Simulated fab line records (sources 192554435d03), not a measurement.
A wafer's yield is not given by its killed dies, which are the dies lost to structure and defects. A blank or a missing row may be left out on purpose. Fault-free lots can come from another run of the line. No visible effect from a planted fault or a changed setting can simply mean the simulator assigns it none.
fab line records	flow n5-finfet
record: lots: 7	wafers: 39
route steps=1938 shown BEOL_M9@1401 BEOL_M11@1578 BEOL_M13@1694 MIM_BOT@1833
start-h: hours from the record's first day to the start of the lot's first wafer shown	wait-h: hours elapsed since this lot's preceding step	" identical to the entry in the row above	L1.1+2: a single row standing in for several wafers	- no value, or no start was given	* or withheld: withheld	< > ~ a bound
route shown NAME@n: names a module that has steps shown in the file, with the first one's number in the route	usual: average and standard deviation across the fault-free wafers	same: alike in all rows	chamber/n: place in a boat	sites: each site's reading	_std_site: the values' standard deviation	_edge_site: inner sites' mean taken away from outer sites' mean	radius-mm: how far each site lies from the wafer's centre	mask NAME#n: copy n	behind: the tool/chamber that last shaped the wafer	hold: reason for holding the lot/hours on hold/outcome of the hold	device: transistor that didn't switch, given as n, p or np	end of line: tests of these same wafers at the route's end	where a step has no rows: the recipe by itself	killed: dies lost to structure and defects at the first sort, not the wafer's yield	map: a wafer's dies, x killed, . not, _ none there
set.NAME: the setting as run; set.NAME@STEP: as run at that earlier step	model.NAME: the simulator's own value behind a step, which no gauge read
lots where settings were altered on purpose, with a table for each step and a row for each wafer
== steps ==
step: N5_BEOL_M9_ILD_DEP_00
recipe: material: SiCOH_lowk	target-thk-a: 3085.1	temp-c: 300	precursor: DEMS/porogen	pressure-torr: 5	rf-w: 500	time-s: 58
lot.wafer	tool	chamber	start-h	wait-h	set.time-s	model.SiCOH_lowk_of_BEOL_M9_ILD_DEP_00.thk-nm
L076.2	pecvd-02	1	227.72	0.0	58	305.4
L076.3	"	0	"	"	58	301
L076.5	"	0	"	"	58	306.2
L080.1	pecvd-03	0	239.16	0.0	33.51	170.4
L080.2	"	1	"	"	58	302.8
L080.3	"	2	"	"	58	302
L080.4	"	0	"	"	33.51	173.4
L080.5	"	1	"	"	58	310.4
L080.6	"	2	"	"	33.51	175
L083.1	pecvd-03	2	255.96	0.0	79.43	418.4
L083.2	"	0	"	"	58	300.2
L083.3	"	1	"	"	79.43	419.6
L083.4	"	0	"	"	79.43	417.6
L083.5	"	2	"	"	58	309.6
L083.6	"	1	"	"	58	313
L085.1	pecvd-03	2	269.87	0.0	90.39	476.6
L085.2	"	1	"	"	90.39	474
L085.3	"	0	"	"	58	303
L085.4	"	0	"	"	90.39	480
L085.5	"	2	"	"	58	315.2
L085.6	"	1	"	"	58	316.6
L091.1	pecvd-04	0	297.90	0.0	58	304.4
L091.2	"	1	"	"	58	306.4
L091.3	"	2	"	"	85.81	450.2
L091.4	"	0	"	"	58	312
L091.5	"	2	"	"	85.81	459.2
L091.6	"	1	"	"	85.81	455.4
L090.1	pecvd-02	0	303.23	0.0	58	297.2
L090.2	"	1	"	"	58	296.4
L090.3	"	2	"	"	58	302.2
L090.4	"	2	"	"	58	308.2
L090.5	"	1	"	"	58	301.4
L090.6	"	0	"	"	58	297.4
L092.1	pecvd-04	0	312.01	0.0	58	305.8
L092.2	"	2	"	"	58	307.8
L092.3	"	1	"	"	24.08	130.4
L092.4	"	0	"	"	24.08	128.8
L092.5	"	2	"	"	24.08	135.2
L092.6	"	1	"	"	58	311.8
step: N5_BEOL_M9_CURE_71
recipe: temp-c: 385	time-s: 240	ambient: He/Ar	material: SiCOH_lowk
lot.wafer	tool	chamber	start-h	wait-h	set.time-s@BEOL_M9_ILD_DEP_00	model.SiCOH_lowk_of_BEOL_M9_ILD_DEP_00.thk-nm
L076.2	uv-cure-03	0	227.88	0.1	58	265.2
L076.3	"	0	"	"	58	261.2
L076.5	"	0	"	"	58	266
L080.1	uv-cure-02	2	239.24	0.0	33.51	146.8
L080.2	"	2	"	"	58	263
L080.3	"	2	"	"	58	262.2
L080.4	"	2	"	"	33.51	149.4
L080.5	"	2	"	"	58	269.8
L080.6	"	2	"	"	33.51	150.8
L083.1	uv-cure-02	0	256.22	0.2	79.43	365.8
L083.2	"	0	"	"	58	260.6
L083.3	"	0	"	"	79.43	366.8
L083.4	"	0	"	"	79.43	365
L083.5	"	0	"	"	58	268.8
L083.6	"	0	"	"	58	271.8
L085.1	uv-cure-01	1	269.95	0.0	90.39	417.8
L085.2	"	1	"	"	90.39	415.6
L085.3	"	1	"	"	58	263
L085.4	"	1	"	"	90.39	421
L085.5	"	1	"	"	58	274
L085.6	"	1	"	"	58	275.2
L091.1	uv-cure-03	2	297.98	0.0	58	264.4
L091.2	"	2	"	"	58	266
L091.3	"	2	"	"	85.81	394
L091.4	"	2	"	"	58	271
L091.5	"	2	"	"	85.81	402.2
L091.6	"	2	"	"	85.81	399
L090.1	uv-cure-03	1	303.30	0.0	58	258
L090.2	"	1	"	"	58	257.4
L090.3	"	1	"	"	58	262.4
L090.4	"	1	"	"	58	267.8
L090.5	"	1	"	"	58	261.6
L090.6	"	1	"	"	58	258.2
L092.1	uv-cure-03	2	312.09	0.0	58	265.6
L092.2	"	2	"	"	58	267.4
L092.3	"	2	"	"	24.08	112.2
L092.4	"	2	"	"	24.08	110.8
L092.5	"	2	"	"	24.08	116.4
L092.6	"	2	"	"	58	270.8
step: N5_BEOL_M9_THK_MEAS_01
recipe: reads: SiCOH_lowk_of_BEOL_M9_ILD_DEP_00
usual: M9_ILD_THK: 267/4.5
lot.wafer	tool	chamber	start-h	wait-h	set.time-s@BEOL_M9_ILD_DEP_00	M9_ILD_THK[nm]
L076.2	film-metro-02	-	228.31	0.4	58	265
L076.3	"	-	"	"	58	261
L076.5	"	-	"	"	58	266
L080.1	film-metro-01	-	239.75	0.4	33.51	147
L080.2	"	-	"	"	58	263
L080.3	"	-	"	"	58	262
L080.4	"	-	"	"	33.51	149
L080.5	"	-	"	"	58	270
L080.6	"	-	"	"	33.51	151
L083.1	film-metro-01	-	256.73	0.4	79.43	366
L083.2	"	-	"	"	58	261
L083.3	"	-	"	"	79.43	367
L083.4	"	-	"	"	79.43	365
L083.5	"	-	"	"	58	269
L083.6	"	-	"	"	58	272
L085.1	film-metro-02	-	270.47	0.4	90.39	418
L085.2	"	-	"	"	90.39	416
L085.3	"	-	"	"	58	263
L085.4	"	-	"	"	90.39	421
L085.5	"	-	"	"	58	274
L085.6	"	-	"	"	58	275
L091.1	film-metro-01	-	298.50	0.4	58	264
L091.2	"	-	"	"	58	266
L091.3	"	-	"	"	85.81	394
L091.4	"	-	"	"	58	271
L091.5	"	-	"	"	85.81	402
L091.6	"	-	"	"	85.81	399
L090.1	film-metro-02	-	303.82	0.4	58	258
L090.2	"	-	"	"	58	257
L090.3	"	-	"	"	58	263
L090.4	"	-	"	"	58	268
L090.5	"	-	"	"	58	262
L090.6	"	-	"	"	58	258
L092.1	film-metro-01	-	312.61	0.4	58	265
L092.2	"	-	"	"	58	267
L092.3	"	-	"	"	24.08	112
L092.4	"	-	"	"	24.08	111
L092.5	"	-	"	"	24.08	116
L092.6	"	-	"	"	58	271
step: N5_BEOL_M11_TRENCH_ETCH_37
recipe: chemistry: C4F6/O2	target-depth-a: 1488.3	target: SiCOH_lowk	time-s: 48	ion-energy-ev: 250	pressure-mtorr: 30	source-w: 345	bias-w: 185	Ar_flow_sccm: 300	C4F6_flow_sccm: 10	O2_flow_sccm: 10
lot.wafer	tool	chamber	start-h	wait-h	set.time-s	model.BEOL_M11.feature-depth-nm	model.etch.depth-nm	model.TiN_of_BEOL_M11_HM_DEP_02.thk-nm
L076.2	rie-diel-03	2	-	-	48	146.6	146.5	16
L076.3	"	1	"	"	48	145.6	145.6	16
L076.5	"	0	"	"	48	146.2	146.2	15.8
L080.1	rie-diel-02	2	-	-	60.08	190.2	190.2	14.6
L080.2	"	3	"	"	48	152	151.9	15.6
L080.3	"	0	"	"	48	149.4	149.4	15.4
L080.4	"	1	"	"	60.08	189.2	189.3	14.8
L080.5	"	1	"	"	60.08	188.8	188.8	14.8
L080.6	"	0	"	"	48	149.2	149.2	15.6
L083.1	rie-diel-02	1	-	-	48	151.4	151.3	15.8
L083.2	"	2	"	"	48	149.8	149.8	15.8
L083.3	"	0	"	"	48	146.8	146.9	15.8
L083.4	"	3	"	"	48	151.2	151.2	15.6
L083.5	"	2	"	"	48	149.4	149.4	15.6
L083.6	"	3	"	"	48	151.4	151.4	15.6
L085.1	rie-diel-04	2	-	-	48	148.2	148.1	15.6
L085.2	"	1	"	"	48	146.2	146.1	15.6
L085.3	"	0	"	"	48	147	147	15.6
L085.4	"	3	"	"	48	153.6	153.5	15.8
L085.5	"	0	"	"	48	146.8	146.8	15.8
L085.6	"	1	"	"	48	146.4	146.3	15.6
L091.1	rie-diel-03	3	-	-	59.17	183.2	183.3	14.8
L091.2	"	0	"	"	48	146.8	146.7	15.6
L091.3	"	2	"	"	59.17	178	178	14.8
L091.4	"	1	"	"	59.17	180.4	180.4	15.2
L091.5	"	2	"	"	48	143.6	143.5	16.2
L091.6	"	3	"	"	48	147.2	147.2	15.8
L090.1+6	rie-diel-02	2	-	-	48	149.6	149.5	16
L090.2	"	1	"	"	48	149.6	149.7	15.8
L090.3	"	0	"	"	48	148.8	148.9	15.8
L090.4	"	3	"	"	48	150.2	150.3	16
L090.5	"	1	"	"	48	150.4	150.3	15.8
L092.1	rie-diel-02	3	-	-	23.52	73.6	73.69	17.8
L092.2	"	1	"	"	23.52	73.4	73.49	17.8
L092.3	"	2	"	"	23.52	73.6	73.51	18
L092.4	"	2	"	"	48	150.2	150.2	15.8
L092.5	"	3	"	"	48	149.2	149.2	15.8
L092.6	"	1	"	"	48	150	150	15.8
step: N5_BEOL_M11_ETCH_41
recipe: chemistry: CH3F/O2	target: SiCN	target-depth-a: 426	taper-deg: 2	time-s: 86	ion-energy-ev: 120	mask-material: TiN	pressure-mtorr: 30	source-w: 395	bias-w: 75	Ar_flow_sccm: 150	CH3F_flow_sccm: 30	O2_flow_sccm: 20
step: N5_BEOL_M11_STRIP_77
recipe: chemistry: N2/H2	time-s: 10	power-w: 450	temp-c: 40	pressure-mtorr: 20	rf-frequency-hz: 6e+07	bias-power-w: 7	n2-flow-sccm: 200	h2-flow-sccm: 200
step: N5_BEOL_M11_OCD_MEAS_38
usual: trench-depth-nm: 148.0/2.7
lot.wafer	tool	chamber	start-h	wait-h	set.time-s@BEOL_M11_TRENCH_ETCH_37	trench-depth-nm
L076.2	ocd-01	-	248.17	-	48	147.1
L076.3	"	-	"	"	48	145.3
L076.5	"	-	"	"	48	147.0
L080.1	ocd-02	-	261.67	-	60.08	190.3
L080.2	"	-	"	"	48	152.1
L080.3	"	-	"	"	48	149.5
L080.4	"	-	"	"	60.08	189.2
L080.5	"	-	"	"	60.08	189.6
L080.6	"	-	"	"	48	149.6
L083.1	ocd-01	-	278.54	-	48	151.4
L083.2	"	-	"	"	48	149.9
L083.3	"	-	"	"	48	146.8
L083.4	"	-	"	"	48	150.8
L083.5	"	-	"	"	48	149.6
L083.6	"	-	"	"	48	151.1
L085.1	ocd-02	-	291.57	-	48	148.2
L085.2	"	-	"	"	48	146.2
L085.3	"	-	"	"	48	146.7
L085.4	"	-	"	"	48	153.4
L085.5	"	-	"	"	48	147.1
L085.6	"	-	"	"	48	145.8
L091.1	ocd-01	-	318.54	-	59.17	183.0
L091.2	"	-	"	"	48	146.9
L091.3	"	-	"	"	59.17	178.4
L091.4	"	-	"	"	59.17	180.5
L091.5	"	-	"	"	48	143.3
L091.6	"	-	"	"	48	147.3
L090.1	ocd-02	-	328.14	-	48	149.8
L090.2	"	-	"	"	48	149.8
L090.3	"	-	"	"	48	148.9
L090.4	"	-	"	"	48	150.6
L090.5	"	-	"	"	48	149.9
L090.6	"	-	"	"	48	149.5
L092.1	ocd-01	-	335.26	-	23.52	73.5
L092.2	"	-	"	"	23.52	73.5
L092.3	"	-	"	"	23.52	73.7
L092.4	"	-	"	"	48	150.1
L092.5	"	-	"	"	48	148.7
L092.6	"	-	"	"	48	149.6
step: N5_BEOL_M11_HM_STRIP_39
recipe: chemistry: peroxide-tin-strip	material: TiN	target-depth-a: 250	temp-c: 50	time-s: 158
step: N5_BEOL_M11_SRD_40
recipe: time-s: 30	temp-c: 23	rinse-liquid: diw	dry: ipa-marangoni
step: N5_BEOL_M11_ECD_50
recipe: material: Cu	target-thk-a: 3180
step: N5_BEOL_M11_ANNEAL_51
recipe: temp-c: 225	time-s: 90	ambient: N2
step: N5_BEOL_M11_CMP_52
recipe: stop-on: SiCOH_lowk	t-overpolish-s: 7	down-force-psi: 1	platen-rpm: 50	clearing-platen-down-force-psi: 1.5	clearing-platen-rpm: 50	post-cmp-clean: cu-alkaline	target-thk-nm: 140	clearing-platen-pad-velocity-m-s: 0.99484	pad-velocity-m-s: 0.99484
lot.wafer	tool	chamber	start-h	wait-h	set.time-s@BEOL_M11_TRENCH_ETCH_37	model.Cu_of_BEOL_M11_ECD_50.thk-nm
L076.2+5	cmp-03	2	250.55	0.2	48	136.4
L076.3	"	3	"	"	48	135.4
L080.2	cmp-02	3	263.83	0.2	48	143.8
L080.1	"	0	"	"	60.08	182.2
L080.3	"	1	"	"	48	144
L080.4	"	2	"	"	60.08	182.6
L080.5	"	3	"	"	60.08	180.4
L080.6	"	0	"	"	48	140.8
L083.1	cmp-01	3	281.06	0.3	48	142.8
L083.3	"	0	"	"	48	138.4
L083.4	"	1	"	"	48	142.4
L083.2	"	2	"	"	48	140.6
L083.6	"	3	"	"	48	143
L083.5	"	0	"	"	48	141.8
L085.2	cmp-02	1	294.88	0.2	48	139.2
L085.1	"	2	"	"	48	140.6
L085.4	"	3	"	"	48	145.2
L085.3	"	0	"	"	48	138
L085.5	"	1	"	"	48	138.4
L085.6	"	2	"	"	48	138.6
L091.2	cmp-02	2	321.43	0.2	48	138.6
L091.1	"	3	"	"	59.17	174.2
L091.3	"	0	"	"	59.17	169.4
L091.4	"	1	"	"	59.17	173.2
L091.5	"	2	"	"	48	135.2
L091.6	"	3	"	"	48	138.8
L090.2+6	cmp-02	1	330.36	0.2	48	141
L090.4+5	"	2	"	"	48	142.2
L090.1	"	3	"	"	48	140.2
L090.3	"	0	"	"	48	138.4
L092.4	cmp-01	2	337.68	0.1	48	141.4
L092.1	"	3	"	"	23.52	66
L092.3	"	0	"	"	23.52	66.8
L092.2	"	1	"	"	23.52	65
L092.5	"	2	"	"	48	138.6
L092.6	"	3	"	"	48	141.2
step: N5_BEOL_M11_THK_MEAS_53
recipe: thk-meas-gauge: xrf	reads: Cu_of_BEOL_M11_ECD_50
usual: M11_THK: 141/3.2
lot.wafer	tool	chamber	start-h	wait-h	set.time-s@BEOL_M11_TRENCH_ETCH_37	M11_THK[nm]
L076.2	film-metro-02	-	250.81	-	48	137
L076.3	"	-	"	"	48	136
L076.5	"	-	"	"	48	137
L080.1	film-metro-02	-	264.12	-	60.08	184
L080.2	"	-	"	"	48	145
L080.3	"	-	"	"	48	145
L080.4	"	-	"	"	60.08	184
L080.5	"	-	"	"	60.08	182
L080.6	"	-	"	"	48	142
L083.1	film-metro-01	-	281.36	-	48	145
L083.2	"	-	"	"	48	143
L083.3	"	-	"	"	48	140
L083.4	"	-	"	"	48	144
L083.5	"	-	"	"	48	144
L083.6	"	-	"	"	48	145
L085.1	film-metro-02	-	295.18	-	48	143
L085.2	"	-	"	"	48	141
L085.3	"	-	"	"	48	140
L085.4	"	-	"	"	48	148
L085.5	"	-	"	"	48	140
L085.6	"	-	"	"	48	141
L091.1	film-metro-02	-	321.73	-	59.17	176
L091.2	"	-	"	"	48	139
L091.3	"	-	"	"	59.17	171
L091.4	"	-	"	"	59.17	175
L091.5	"	-	"	"	48	136
L091.6	"	-	"	"	48	140
L090.1	film-metro-02	-	330.66	-	48	144
L090.2	"	-	"	"	48	145
L090.3	"	-	"	"	48	142
L090.4	"	-	"	"	48	146
L090.5	"	-	"	"	48	146
L090.6	"	-	"	"	48	145
L092.1	film-metro-01	-	337.97	-	23.52	66
L092.2	"	-	"	"	23.52	65
L092.3	"	-	"	"	23.52	67
L092.4	"	-	"	"	48	143
L092.5	"	-	"	"	48	140
L092.6	"	-	"	"	48	143
step: N5_BEOL_M11_PRE_CLEAN_55
recipe: gas: NH3	time-s: 15	temp-c: withheld	rf-power-w: 300
step: N5_BEOL_M11_DEP_56
recipe: material: SiCN	target-thk-a: 300	temp-c: withheld	precursor: 3MS/NH3	pressure-torr: 3	rf-w: 675	time-s: 10.5
step: N5_BEOL_M11_RS_MEAS_57
recipe: thk-meas-gauge: four-point-probe	reads: Cu_of_BEOL_M11_ECD_50+Co_of_BEOL_M11_CVD_75+TaN_of_BEOL_M11_ALD_74
usual: M11_RS: 0.152/0.0037
lot.wafer	tool	chamber	start-h	wait-h	set.time-s@BEOL_M11_TRENCH_ETCH_37	M11_RS[ohm/sq]
L076.2	film-metro-01	-	250.94	0.0	48	0.155
L076.3	"	-	"	"	48	0.156
L076.5	"	-	"	"	48	0.155
L080.1	film-metro-02	-	264.25	0.0	60.08	0.113
L080.2	"	-	"	"	48	0.146
L080.3	"	-	"	"	48	0.146
L080.4	"	-	"	"	60.08	0.113
L080.5	"	-	"	"	60.08	0.114
L080.6	"	-	"	"	48	0.150
L083.1	film-metro-02	-	281.48	0.0	48	0.148
L083.2	"	-	"	"	48	0.150
L083.3	"	-	"	"	48	0.153
L083.4	"	-	"	"	48	0.148
L083.5	"	-	"	"	48	0.149
L083.6	"	-	"	"	48	0.148
L085.1	film-metro-02	-	295.30	0.0	48	0.150
L085.2	"	-	"	"	48	0.152
L085.3	"	-	"	"	48	0.154
L085.4	"	-	"	"	48	0.145
L085.5	"	-	"	"	48	0.153
L085.6	"	-	"	"	48	0.153
L091.1	film-metro-02	-	321.85	0.0	59.17	0.119
L091.2	"	-	"	"	48	0.153
L091.3	"	-	"	"	59.17	0.123
L091.4	"	-	"	"	59.17	0.120
L091.5	"	-	"	"	48	0.157
L091.6	"	-	"	"	48	0.152
L090.1	film-metro-01	-	330.78	0.0	48	0.151
L090.2	"	-	"	"	48	0.150
L090.3	"	-	"	"	48	0.153
L090.4	"	-	"	"	48	0.148
L090.5	"	-	"	"	48	0.148
L090.6	"	-	"	"	48	0.150
L092.1	film-metro-01	-	338.10	0.0	23.52	0.359
L092.2	"	-	"	"	23.52	0.365
L092.3	"	-	"	"	23.52	0.353
L092.4	"	-	"	"	48	0.149
L092.5	"	-	"	"	48	0.153
L092.6	"	-	"	"	48	0.149
step: N5_BEOL_M13_ETCH_68
recipe: chemistry: N2/H2	target: SOC	mask-material: SiARC	source-w: 3000	bias-w: 350	temp-c: 40	time-s: 355	ion-energy-ev: 200	pressure-mtorr: 30	n2-flow-sccm: 200	h2-flow-sccm: 200
lot.wafer	tool	chamber	start-h	wait-h	set.time-s	model.SiARC_of_BEOL_M13_COAT_66.thk-nm
L076.2	rie-diel-03	1	257.90	0.1	355	77.2
L076.3	"	0	"	"	355	77
L076.5	"	1	"	"	355	77.6
L080.1	rie-diel-04	0	271.39	0.1	355	76.8
L080.2+3+5+6	"	2,1,1,2	"	"	355	76.6
L080.4	"	3	"	"	355	75.8
L083.1	rie-diel-04	3	288.12	0.1	355	76.2
L083.2	"	1	"	"	207.4	91
L083.3	"	0	"	"	207.4	91.2
L083.4	"	2	"	"	355	77
L083.5	"	3	"	"	207.4	90.2
L083.6	"	0	"	"	355	77.2
L085.1+2	rie-diel-03	3,1	308.50	0.1	355	77.2
L085.3+6	"	0,3	"	"	355	77
L085.4	"	2	"	"	355	78.2
L085.5	"	2	"	"	355	77.6
L091.1	rie-diel-02	1	330.72	0.1	459.5	67.4
L091.2	"	3	"	"	355	77.2
L091.3	"	0	"	"	355	77.6
L091.4	"	2	"	"	459.5	67.2
L091.5	"	3	"	"	355	77
L091.6	"	0	"	"	459.5	67.6
L090.1	rie-diel-04	2	339.84	0.1	355	77
L090.2	"	3	"	"	355	76
L090.3+5	"	1	"	"	301.7	81.8
L090.4	"	0	"	"	301.7	82
L090.6	"	0	"	"	355	77.2
L092.1+2	rie-diel-03	3,2	352.90	0.1	355	77.6
L092.3	"	1	"	"	355	78.2
L092.4+5+6	"	0,3,0	"	"	355	77.4
step: N5_MIM_BOT_SPUTTER_00
recipe: material: TiN	target-thk-a: 350	temp-c: 200	power-w: 3000	chamber-pressure-pa: 0.49996	gas: Ar	reactive-partial-pa: 0.37997	time-s: 89.7
lot.wafer	tool	chamber	start-h	wait-h	set.time-s	model.TiN_of_MIM_BOT_SPUTTER_00.thk-nm
L076.2	pvd-sputter-01	-	283.07	0.0	89.7	35
L076.3	"	-	"	"	89.7	34.6
L076.5	"	-	"	"	89.7	34.8
L080.1+5	pvd-sputter-01	-	288.22	0.0	120.7	46.6
L080.2+4	"	-	"	"	89.7	34.6
L080.3	"	-	"	"	89.7	34.4
L080.6	"	-	"	"	120.7	46.8
L083.1+2	pvd-sputter-03	-	305.91	0.0	131.3	51
L083.3+4	"	-	"	"	89.7	34.8
L083.5	"	-	"	"	131.3	50.8
L083.6	"	-	"	"	89.7	34.6
L085.1	pvd-sputter-01	-	328.07	0.0	141.7	55
L085.2+4	"	-	"	"	89.7	34.8
L085.3	"	-	"	"	141.7	55.2
L085.5	"	-	"	"	141.7	54.8
L085.6	"	-	"	"	89.7	34.6
L091.1	pvd-sputter-02	-	356.46	0.0	43.13	16.4
L091.2+6	"	-	"	"	89.7	35
L091.3	"	-	"	"	43.13	17.4
L091.4	"	-	"	"	89.7	35.4
L091.5	"	-	"	"	43.13	17
L090.1	pvd-sputter-02	-	362.16	0.0	89.7	35.2
L090.2+3+6	"	-	"	"	89.7	34.8
L090.4	"	-	"	"	89.7	34.4
L090.5	"	-	"	"	89.7	34.6
L092.1+4	pvd-sputter-01	-	370.62	0.0	64.5	24.8
L092.2	"	-	"	"	89.7	35
L092.3	"	-	"	"	64.5	25
L092.5	"	-	"	"	89.7	35.4
L092.6	"	-	"	"	89.7	34.8
== key ==
split: step: N5_BEOL_M9_ILD_DEP_00	setting: time-s	stated: 58	by: wafer
response: step: N5_BEOL_M9_ILD_DEP_00	reading: model.SiCOH_lowk_of_BEOL_M9_ILD_DEP_00.thk-nm	change: +3.03	per: 1%	r: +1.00
response: step: N5_BEOL_M9_CURE_71	reading: model.SiCOH_lowk_of_BEOL_M9_ILD_DEP_00.thk-nm	change: +2.68	per: 1%	r: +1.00
response: step: N5_BEOL_M9_THK_MEAS_01	reading: M9_ILD_THK	change: +2.68	per: 1%	r: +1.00
split: step: N5_BEOL_M11_TRENCH_ETCH_37	setting: time-s	stated: 48	by: wafer
response: step: N5_BEOL_M11_TRENCH_ETCH_37	reading: model.BEOL_M11.feature-depth-nm	change: +1.51	per: 1%	r: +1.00
response: step: N5_BEOL_M11_TRENCH_ETCH_37	reading: model.etch.depth-nm	change: +1.51	per: 1%	r: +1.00
response: step: N5_BEOL_M11_TRENCH_ETCH_37	reading: model.TiN_of_BEOL_M11_HM_DEP_02.thk-nm	change: -0.039	per: 1%	r: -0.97
response: step: N5_BEOL_M11_OCD_MEAS_38	reading: trench-depth-nm	change: +1.5	per: 1%	r: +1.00
response: step: N5_BEOL_M11_CMP_52	reading: model.Cu_of_BEOL_M11_ECD_50.thk-nm	change: +1.48	per: 1%	r: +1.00
response: step: N5_BEOL_M11_THK_MEAS_53	reading: M11_THK	change: +1.5	per: 1%	r: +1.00
response: step: N5_BEOL_M11_RS_MEAS_57	reading: M11_RS	change: -0.00325	per: 1%	r: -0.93
split: step: N5_BEOL_M13_ETCH_68	setting: time-s	stated: 355	by: wafer
response: step: N5_BEOL_M13_ETCH_68	reading: model.SiARC_of_BEOL_M13_COAT_66.thk-nm	change: -0.337	per: 1%	r: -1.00
split: step: N5_MIM_BOT_SPUTTER_00	setting: time-s	stated: 89.7	by: wafer
response: step: N5_MIM_BOT_SPUTTER_00	reading: model.TiN_of_MIM_BOT_SPUTTER_00.thk-nm	change: +0.351	per: 1%	r: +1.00
